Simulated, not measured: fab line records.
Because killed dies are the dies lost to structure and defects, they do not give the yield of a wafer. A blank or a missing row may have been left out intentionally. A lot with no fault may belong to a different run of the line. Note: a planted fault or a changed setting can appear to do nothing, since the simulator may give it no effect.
3 desks, one fault    flow nand harc    numbers are kept per desk, each desk with only its own; the story behind them comes last

THE DEFECT DESK
Per lot, the means of the sampled wafers with a number show what the inspections along the route counted. The brackets show how far a lot's mean lies from the usual mean; more than 4 standard deviations puts the lot out of limits, marked OUT.
Columns: A = raw defect count at NHARC_P_M0_INSPECT_11, usual 4.2
lot   first seen here  A
L907  day 5 23:03      2.7
L908  day 6 11:38      2.7
L911  day 6 19:35      4.7
L913  day 7 01:20      4.3
L912  day 7 02:13      3.7
L914  day 7 12:29      3.3
L920  day 9 00:32      7.0
L919  day 9 01:53      7.0
L922  day 9 17:38      3.7
L923  day 10 01:04     6.7
L928  day 11 00:56     2.3
L929  day 11 01:33     2.3
Result from this desk: across the 12 lots, nothing is out of limits.

AT THE TOOL OWNER'S DESK: litho track-04
The tool's own readings at NHARC_P_M0_PEB_07 (peb time 65 s): means of the sampled wafers that have a number, for each lot that ran on this tool. The brackets show how far a lot's mean lies from the usual mean; more than 4 standard deviations puts the lot out of limits, marked OUT.
Columns: A = heater power total W at NHARC_P_M0_PEB_07, usual 156.6 W; B = plate temp C at NHARC_P_M0_PEB_07, usual 99.99 C
lot   first seen here  A                B
L907  day 5 22:50      156.6            100.09
L911  day 6 19:22      156.9            100.18
L920  day 9 00:19      165.6 (+21) OUT  104.19 (+35) OUT
L922  day 9 17:26      165.4 (+21) OUT  104.06 (+34) OUT
This desk finds L920, L922 out of limits, L920 being first, at day 9 00:19 (heater power total W at NHARC_P_M0_PEB_07). L907, L911: within limits.

METROLOGY DESK
Lot by lot, what the gauges showed, no matter which tool ran the lot: averages of those sampled wafers that carry a number. The brackets show how far a lot's mean lies from the usual mean; more than 4 standard deviations puts the lot out of limits, marked OUT.
Columns: A = cd nm at NHARC_P_M0_CD_MEAS_09, usual 90.0 nm
lot   first seen here  A
L907  day 5 22:55      90.8
L908  day 6 11:30      88.7
L911  day 6 19:28      90.5
L913  day 7 01:13      89.2
L912  day 7 02:05      89.8
L914  day 7 12:22      90.3
L920  day 9 00:24      103.5 (+22) OUT
L919  day 9 01:46      90.2
L922  day 9 17:31      103.3 (+22) OUT
L923  day 10 00:56     90.6
L928  day 11 00:49     90.5
L929  day 11 01:25     89.9
This desk finds L920, L922 out of limits, L920 being first, at day 9 00:24 (cd nm at NHARC_P_M0_CD_MEAS_09). L907, L908, L911, L913, L912, L914, L919, L923, L928, L929: within limits.

BROUGHT TOGETHER
The tool owner's desk could have raised an alarm at day 9 00:19, on L920, L922.
On L920, L922, the metrology desk was in a position to raise an alarm at day 9 00:24.
The defect desk saw nothing out of limits.
The defect desk has L920, L922 on record, within its limits.
Of the lots named, all ran NHARC_P_M0_PEB_07 on litho track-04.

WHAT HAD BEEN PUT IN BY THE SIMULATOR
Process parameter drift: litho track-04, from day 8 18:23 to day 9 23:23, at NHARC_P_M0_PEB_07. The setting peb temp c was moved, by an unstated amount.
Struck lots among those shown: L920, L922.
Fault start to first reading out of limits, in hours, per desk: tool owner, 6; metrology, 6.
